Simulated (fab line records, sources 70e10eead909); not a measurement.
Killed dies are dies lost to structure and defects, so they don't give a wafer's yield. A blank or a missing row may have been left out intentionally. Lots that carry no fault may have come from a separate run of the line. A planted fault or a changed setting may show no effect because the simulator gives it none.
Chamber matching + flow nand_harc + cmp-04 running NHARC_A_DECK1_JOINT_CMP_13: 4 sister chambers
The step polishes, target thk 51.023 nm. 4 wafers are shown with their chamber, then 11 later ones without.

WAFERS WITH THEIR CHAMBER
| wafer  | chamber | motor_current_A (A) |
|--------|---------|---------------------|
| L083.5 | 2       | 12.7                |
| L086.1 | 3       | 10.2                |
| L086.5 | 1       | 13.1                |
| L088.1 | 0       | 9.9                 |

WAFERS MISSING THEIR CHAMBER
| wafer  | motor_current_A (A) |
|--------|---------------------|
| L088.4 | 10.7                |
| L088.5 | 14.2                |
| L089.3 | 13.5                |
| L089.5 | 10.4                |
| L089.6 | 10.7                |
| L095.1 | 10.1                |
| L095.3 | 12.8                |
| L095.4 | 9.9                 |
| L096.1 | 11.0                |
| L096.4 | 12.9                |
| L096.6 | 13.4                |

THE CHAMBER EACH PASSED THROUGH
| wafer  | from the rows above          | in truth |
|--------|------------------------------|----------|
| L088.4 | can't be placed: 3 or 0      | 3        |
| L088.5 | can't be placed: 1 or 2      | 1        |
| L089.3 | can't be placed: 1 or 2      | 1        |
| L089.5 | can't be placed: 3 or 0      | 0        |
| L089.6 | can't be placed: 3 or 0      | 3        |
| L095.1 | can't be placed: 3 or 0      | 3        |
| L095.3 | can't be placed: 2 or 1      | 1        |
| L095.4 | can't be placed: 0 or 3      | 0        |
| L096.1 | can't be placed: 3 or 0 or 2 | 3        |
| L096.4 | can't be placed: 1 or 2      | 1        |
| L096.6 | can't be placed: 1 or 2      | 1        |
Placed correctly: 0 of 11. Not placeable from these rows: 11 (in 11, the candidates include the true chamber). Placed wrongly: 0.
How it was worked out, from the rows above alone: a wafer's distance from a chamber is the root of the sum, over the readings, of the square of ((its reading less the chamber's mean) divided by the reading's scatter). If the next closest chamber is less than 2 further off than the closest, the wafer can't be placed; otherwise it belongs to the closest. A chamber's mean is the mean of its shown wafers. The scatter: with one shown wafer a chamber, the root of the mean of the squares of how far each hidden wafer lies from its nearest shown one.
